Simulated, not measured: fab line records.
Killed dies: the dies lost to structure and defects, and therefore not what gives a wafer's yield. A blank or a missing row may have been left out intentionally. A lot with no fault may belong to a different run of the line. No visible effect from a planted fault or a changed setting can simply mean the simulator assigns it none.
Split-lot experiment || flow n5Finfet || 21 wafers read from 7 lots, route of 1938 steps

## ABOUT THE SPLIT
At N5_BEOL_M3_ETCH_64 (etches SOC in N2/H2, target depth 75 nm, overetch 15 nm, time 112.5 s), the setting timeS was moved away from the recipe's 112.5 s on 9 of the 21 wafers read, by -10.3% to +18.8%. The other wafers ran this setting at the recipe's value.

Reading taken at the split's own step.

## THE READING
SiARC_of_BEOL_M3_COAT_62.thkNm (the simulator's own value, which no gauge read), in nm, at N5_BEOL_M3_ETCH_64 (etches SOC in N2/H2, target depth 75 nm, overetch 15 nm, time 112.5 s). There is no usual value for it anywhere in the file. Here, 12 wafers ran the recipe; their average is 6.9 nm with a standard deviation of 0.094 nm.

{"wafer": "L081.1", "tool, chamber at the split": "rieDiel-05, 1,0", "timeS as run, s": 112.5, "against the recipe": "recipe", "SiARC_of_BEOL_M3_COAT_62.thkNm, nm": 6.8, "against lot-mates on the recipe": "-"}
{"wafer": "L081.4", "tool, chamber at the split": "rieDiel-05, 1,0", "timeS as run, s": 112.5, "against the recipe": "recipe", "SiARC_of_BEOL_M3_COAT_62.thkNm, nm": 6.8, "against lot-mates on the recipe": "-"}
{"wafer": "L081.5", "tool, chamber at the split": "rieDiel-05, 1", "timeS as run, s": 112.5, "against the recipe": "recipe", "SiARC_of_BEOL_M3_COAT_62.thkNm, nm": 7, "against lot-mates on the recipe": "-"}
{"wafer": "L083.1", "tool, chamber at the split": "rieDiel-04, 3,2,3", "timeS as run, s": 112.5, "against the recipe": "recipe", "SiARC_of_BEOL_M3_COAT_62.thkNm, nm": 6.8, "against lot-mates on the recipe": "-"}
{"wafer": "L083.4", "tool, chamber at the split": "rieDiel-04, 3,2,3", "timeS as run, s": 112.5, "against the recipe": "recipe", "SiARC_of_BEOL_M3_COAT_62.thkNm, nm": 6.8, "against lot-mates on the recipe": "-"}
{"wafer": "L083.5", "tool, chamber at the split": "rieDiel-04, 3,2,3", "timeS as run, s": 112.5, "against the recipe": "recipe", "SiARC_of_BEOL_M3_COAT_62.thkNm, nm": 6.8, "against lot-mates on the recipe": "-"}
{"wafer": "L084.1", "tool, chamber at the split": "rieDiel-04, 3", "timeS as run, s": 112.5, "against the recipe": "recipe", "SiARC_of_BEOL_M3_COAT_62.thkNm, nm": 7, "against lot-mates on the recipe": "-"}
{"wafer": "L084.3", "tool, chamber at the split": "rieDiel-04, 0", "timeS as run, s": 112.5, "against the recipe": "recipe", "SiARC_of_BEOL_M3_COAT_62.thkNm, nm": 6.8, "against lot-mates on the recipe": "-"}
{"wafer": "L084.6", "tool, chamber at the split": "rieDiel-04, 0", "timeS as run, s": 133.6, "against the recipe": "+18.8%", "SiARC_of_BEOL_M3_COAT_62.thkNm, nm": 5.8, "against lot-mates on the recipe": -1.1}
{"wafer": "L085.4", "tool, chamber at the split": "rieDiel-03, 1", "timeS as run, s": 119.3, "against the recipe": "+6.0%", "SiARC_of_BEOL_M3_COAT_62.thkNm, nm": 6.4, "against lot-mates on the recipe": -0.4}
{"wafer": "L085.5", "tool, chamber at the split": "rieDiel-03, 0", "timeS as run, s": 119.3, "against the recipe": "+6.0%", "SiARC_of_BEOL_M3_COAT_62.thkNm, nm": 6.6, "against lot-mates on the recipe": -0.2}
{"wafer": "L085.6", "tool, chamber at the split": "rieDiel-03, 1", "timeS as run, s": 112.5, "against the recipe": "recipe", "SiARC_of_BEOL_M3_COAT_62.thkNm, nm": 6.8, "against lot-mates on the recipe": "-"}
{"wafer": "L086.2", "tool, chamber at the split": "rieDiel-04, 2", "timeS as run, s": 112.5, "against the recipe": "recipe", "SiARC_of_BEOL_M3_COAT_62.thkNm, nm": 7, "against lot-mates on the recipe": "-"}
{"wafer": "L086.6", "tool, chamber at the split": "rieDiel-04, 2", "timeS as run, s": 112.5, "against the recipe": "recipe", "SiARC_of_BEOL_M3_COAT_62.thkNm, nm": 7, "against lot-mates on the recipe": "-"}
{"wafer": "L086.4", "tool, chamber at the split": "rieDiel-04, 1", "timeS as run, s": 101.2, "against the recipe": "-10.0%", "SiARC_of_BEOL_M3_COAT_62.thkNm, nm": 7.2, "against lot-mates on the recipe": "+0.2"}
{"wafer": "L088.3", "tool, chamber at the split": "rieDiel-03, 0,3", "timeS as run, s": 123, "against the recipe": "+9.3%", "SiARC_of_BEOL_M3_COAT_62.thkNm, nm": 6.4, "against lot-mates on the recipe": "no lot-mate on the recipe"}
{"wafer": "L088.5", "tool, chamber at the split": "rieDiel-03, 0,3", "timeS as run, s": 123, "against the recipe": "+9.3%", "SiARC_of_BEOL_M3_COAT_62.thkNm, nm": 6.4, "against lot-mates on the recipe": "no lot-mate on the recipe"}
{"wafer": "L088.4", "tool, chamber at the split": "rieDiel-03, 1", "timeS as run, s": 123, "against the recipe": "+9.3%", "SiARC_of_BEOL_M3_COAT_62.thkNm, nm": 6.2, "against lot-mates on the recipe": "no lot-mate on the recipe"}
{"wafer": "L095.3", "tool, chamber at the split": "rieDiel-04, 2,3", "timeS as run, s": 100.9, "against the recipe": "-10.3%", "SiARC_of_BEOL_M3_COAT_62.thkNm, nm": 7.4, "against lot-mates on the recipe": "+0.6"}
{"wafer": "L095.4", "tool, chamber at the split": "rieDiel-04, 2,3", "timeS as run, s": 100.9, "against the recipe": "-10.3%", "SiARC_of_BEOL_M3_COAT_62.thkNm, nm": 7.4, "against lot-mates on the recipe": "+0.6"}
{"wafer": "L095.6", "tool, chamber at the split": "rieDiel-04, 3", "timeS as run, s": 112.5, "against the recipe": "recipe", "SiARC_of_BEOL_M3_COAT_62.thkNm, nm": 6.8, "against lot-mates on the recipe": "-"}
If several chambers appear in one row, that row covers several wafers at once and the file leaves open which wafer was in which chamber.

FIT RESULTS
A straight line over all 21 wafers: SiARC_of_BEOL_M3_COAT_62.thkNm changes by -0.0531 nm for each +1% of timeS; r = -0.97; the points scatter about the line by 0.1 nm.
The same after taking each lot's own level away (the mean of its wafers on the recipe; 18 wafers): -0.0523 nm for each +1%; r = -0.96; scatter 0.11 nm.
That fit puts the effect of the largest move of timeS on the reading at 0.98 nm.
The span of the lots' own levels, 6.80 to 7.00 nm, comes to 2.1 times the standard deviation stated above.
The two slopes agree, so the slope changes little with the lot-to-lot level.
Check: for one of the wafers moved furthest among these (+18.8%), held out of the fit, the line's prediction against its lot-mates is -0.881 nm. Against them it came out at -1.1 nm.

## THESE WAFERS: OTHER SPLITS
Before the reading, these wafers also passed through other splits. Each is held against what the fit with the lots' levels taken away leaves over:
{"other split on the same wafers": "N5_MOL_CONTACT_COAG_COAT_76 spinRpm", "wafers away from the commonest value": 8, "r with SiARC_of_BEOL_M3_COAT_62.thkNm (lot level and that fit taken away)": -0.04}
{"other split on the same wafers": "N5_MOL_CONTACT_COAG_CVD_140 targetThkA", "wafers away from the commonest value": 11, "r with SiARC_of_BEOL_M3_COAT_62.thkNm (lot level and that fit taken away)": "+0.04"}
{"other split on the same wafers": "N5_BEOL_M1_HM_DEP_02 targetThkA", "wafers away from the commonest value": 9, "r with SiARC_of_BEOL_M3_COAT_62.thkNm (lot level and that fit taken away)": -0.51}
{"other split on the same wafers": "N5_BEOL_M1_EXPOSE_08 doseMj", "wafers away from the commonest value": 11, "r with SiARC_of_BEOL_M3_COAT_62.thkNm (lot level and that fit taken away)": "+0.17"}
{"other split on the same wafers": "N5_BEOL_M2_TRENCH_ETCH_37 biasW", "wafers away from the commonest value": 7, "r with SiARC_of_BEOL_M3_COAT_62.thkNm (lot level and that fit taken away)": "+0.44"}

## THE FILE'S OWN FIT
SiARC_of_BEOL_M3_COAT_62.thkNm changes by -0.0515 nm for each +1% of timeS, r = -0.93.
